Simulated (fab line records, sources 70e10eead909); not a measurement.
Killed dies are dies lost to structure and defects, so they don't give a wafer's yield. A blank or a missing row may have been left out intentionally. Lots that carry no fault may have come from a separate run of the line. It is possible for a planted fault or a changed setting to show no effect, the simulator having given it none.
Struck lot and sound lot, side by side / flow nand harc / 42 steps out of a route of 1302
Sound: these wafers, L960.1, L960.2, L960.3. The struck wafers were L965.1, L965.3, L965.5. Last of all comes the cause.
Each step with rows lists, per side, the tool, then ch with its chambers, then its first start. Under that, the readings that differ: sound wafers / struck wafers / difference of the means / sigmas: that difference in standard deviations of wafers without a fault.
alike: a reading whose means differ by less than 2 such deviations, as well as words and numbers matching on both sides. not compared: withheld readings; readings where some wafer has no value; bounds like >300 that might hide an equal value; numbers whose values overlap and for which the record gives no deviation.
A row with sigmas, a row that says differs or no value, or rows on one side alone: a step with any of these is where the two part. Non-overlapping numbers with no deviation appear without sigmas and do not part them. A reading that every wafer of one side lacks parts them only if that side has two wafers or more.

first, 2 steps without rows for these wafers: NHARC_P_M2_PRE_CLEAN_30 (time 30 s); NHARC_P_M2_PVD_20 (deposits TaN, target thk 5 nm, time 8.06 s).
NHARC_P_M2_PVD_21: deposits Cu, target thk 30 nm, time 20.49 s.
  sound on pvd sputter-02; struck on pvd sputter-01
  alike: throttle valve pct
then, 1 step without rows for these wafers: NHARC_P_M2_ECD_22 (material Cu, target thk 400 nm).
NHARC_P_M2_ANNEAL_31: time 90 s.
  sound on rtp anneal-01 ch 0, day 6 10:41; struck on rtp anneal-01 ch 0, day 8 11:58
  alike: wafer_temp_C_max
then, 1 step without rows for these wafers: NHARC_P_M2_CMP_23 (polishes, t overpolish 20 s, target thk 144.3 nm).
NHARC_P_M2_THK_MEAS_24: measures by xrf.
  struck on film metro-02, day 8 12:38; sound on film metro-01, day 6 11:21
  alike: thk nm
next, for these wafers, 1 step has no rows: NHARC_P_M2_SRD_25.
NHARC_P_M2_INSPECT_27:
  struck on defect inspect-01, day 8 12:47; sound on defect inspect-01, day 6 11:31
  alike: raw defect count
then, 2 steps without rows for these wafers: NHARC_P_M2_PRE_CLEAN_32 (time 12 s); NHARC_P_M2_DEP_33 (deposits SiCN, target thk 30 nm).
NHARC_P_BONDPAD_DEP_00: deposits SiCN, target thk 250 nm.
  sound on pecvd-04 ch 0,1,2, day 6 12:04; struck on pecvd-01 ch 0,1, day 8 13:21
  alike: heater power w, showerhead vpp V, susceptor temp C
then, 1 step without rows for these wafers: NHARC_P_BONDPAD_CMP_32 (polishes SiCN, target thk 200 nm).
NHARC_P_BONDPAD_THK_MEAS_33: measures by ellipsometry.
  struck on film metro-02, day 8 14:08; sound on film metro-01, day 6 12:44
  alike: thk nm
then, 10 steps without rows for these wafers: NHARC_P_BONDPAD_SRD_34; NHARC_P_BONDPAD_DEHYDRATE_01 (time 120 s); NHARC_P_BONDPAD_HMDS_02 (time 30 s); NHARC_P_BONDPAD_COAT_36 (time 65 s); NHARC_P_BONDPAD_COAT_03 (resist thk 600 nm); NHARC_P_BONDPAD_SOFTBAKE_04 (time 70 s); NHARC_P_BONDPAD_EBR_05; NHARC_P_BONDPAD_EXPOSE_06 (exposes mask P BPAD); NHARC_P_BONDPAD_PEB_07 (peb time 80 s); NHARC_P_BONDPAD_DEVELOP_08 (time 50 s).
NHARC_P_BONDPAD_CD_MEAS_09: the cd target is 500 nm.
  sound on cd sem-01 ch 0, day 6 13:17; struck on cd sem-01 ch 0, day 8 14:35
reading=cd nm (nm); sound=500.6 499.5 499.4; struck=502.5 504.1 506.2; difference=+4.4; sigmas=+2
NHARC_P_BONDPAD_OVL_MEAS_38:
  struck on overlay-02, day 8 14:40; sound on overlay-02, day 6 13:23
reading=overlay y nm (nm); sound=24 23 23; struck=-6 -6 -6; difference=-29; sigmas=-4
  alike: overlay x nm
then, 1 step without rows for these wafers: NHARC_P_BONDPAD_HARDBAKE_10 (time 65 s).
NHARC_P_BONDPAD_DESCUM_11: chemistry O2, time 3 s.
  sound on rie diel-12 ch 0,1,3, day 6 13:31; struck on rie diel-10 ch 1,2, day 8 14:47
  alike: drypump motor current A, oes product au, rf vpp V, showerhead plenum p Torr, throttle valve pct
  not compared: rf hours counter h
then, 2 steps without rows for these wafers: NHARC_P_BONDPAD_ETCH_37 (etches the open film in N2/H2, target depth 60 nm, overetch 18 nm, time 65.91 s); NHARC_P_BONDPAD_ETCH_12 (etches the open film in CHF3/O2, target depth 200 nm, time 100 s).
NHARC_P_BONDPAD_CD_MEAS_13:
  struck on cd sem-02, day 8 15:07; sound on cd sem-01, day 6 13:53
reading=cd nm (nm); sound=499.4 498.9 498.7; struck=502.3 503.4 505.0; difference=+4.6; sigmas=+2
then, 6 steps without rows for these wafers: NHARC_P_BONDPAD_STRIP_15 (strips in O2); NHARC_P_BONDPAD_ETCH_24 (etches the open film in CF4/N2, target depth 30 nm, time 72.99 s); NHARC_P_BONDPAD_STRIP_16 (strips in post etch residue remover, time 600 s); NHARC_P_BONDPAD_DEGAS_25 (time 60 s); NHARC_P_BONDPAD_PRE_CLEAN_26 (time 30 s); NHARC_P_BONDPAD_PVD_17 (deposits TaN, target thk 5 nm, time 8.06 s).
NHARC_P_BONDPAD_PVD_27: deposits Cu, target thk 30 nm, time 20.49 s.
  sound on pvd sputter-03; struck on pvd sputter-03
  alike: throttle valve pct
then, 1 step without rows for these wafers: NHARC_P_BONDPAD_ECD_18 (material Cu, target thk 400 nm).
NHARC_P_BONDPAD_ANNEAL_28: time 90 s.
  sound on rtp anneal-01 ch 0, day 6 15:14; struck on rtp anneal-01 ch 0, day 8 16:29
  alike: wafer_temp_C_max
then, 1 step without rows for these wafers: NHARC_P_BONDPAD_CMP_19 (polishes, t overpolish 30 s, cu recess touch 16 s, target thk 160.81 nm).
-- the record jumps here: 18 days lie between the struck wafers' starts before and after (it left off in module P_BONDPAD and takes up again in module END, whose first step shown is number 1302 of the route) --
NHARC_END_SORT_01:
  sound on prober-02 ch 0, day 24 11:49; struck on prober-02 ch 0, day 26 05:57
reading=defect limited yield (%); sound=88 90 88; struck=82 81 82; difference=-7; sigmas=-2
reading=killed at periphery; sound=4 7 16; struck=77 74 76; difference=+67; sigmas=+22
reading=killed dies; sound=82 71 79; struck=119 128 120; difference=+45; sigmas=+2
  alike: killed at array, killed at other, killed open, killed short

## WHERE THEY PART
Last at NHARC_END_SORT_01 as far as this record goes, first at NHARC_P_BONDPAD_CD_MEAS_09.

WHY: what the simulator had put in
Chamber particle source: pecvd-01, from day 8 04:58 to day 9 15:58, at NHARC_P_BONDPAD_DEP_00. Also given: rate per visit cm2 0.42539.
